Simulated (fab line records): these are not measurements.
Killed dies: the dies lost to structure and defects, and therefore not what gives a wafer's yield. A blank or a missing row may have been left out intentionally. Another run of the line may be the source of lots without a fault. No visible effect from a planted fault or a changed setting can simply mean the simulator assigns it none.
Matching of chambers	flow n5 finfet	N5_BEOL_M0_SAQP_DESCUM_45 on rie diel-02: 4 sister chambers
The step chemistry O2, time 7 s. 4 wafers are shown with their chamber, then 9 later ones without.

== WAFERS, EACH WITH ITS CHAMBER ==
wafer	chamber	showerhead plenum p Torr (Torr)
L088.3	3	2.17
L088.6	0	2.10
L090.5	2	2.05
L090.6	1	1.99

== WAFERS WITHOUT THEIR CHAMBER ==
wafer	showerhead plenum p Torr (Torr)
L091.2	2.05
L091.3	2.17
L091.5	2.17
L092.2	1.99
L092.4	2.17
L092.5	2.17
L097.2	2.05
L097.3	1.98
L097.4	2.16

== WHICH CHAMBER EACH WENT THROUGH ==
wafer	from the rows above	in truth
L091.2	2	2
L091.3	3	3
L091.5	3	3
L092.2	1	1
L092.4	3	3
L092.5	3	3
L097.2	2	2
L097.3	1	1
L097.4	3	3
9 of 9 placed correctly. Can't be placed from these rows: 0. Placed wrongly: 0.
How it was worked out, from the rows above alone: a wafer's distance from a chamber is the root of the sum, over the readings, of the square of ((its reading less the chamber's mean) divided by the reading's scatter). The wafer belongs to the nearest chamber; if the next one is less than 2 further off, it can't be placed. For every chamber, the mean is computed from those of its wafers that are shown. The scatter (one wafer shown for each chamber): square how far every hidden wafer sits from the nearest shown wafer, average those squares and take the square root.
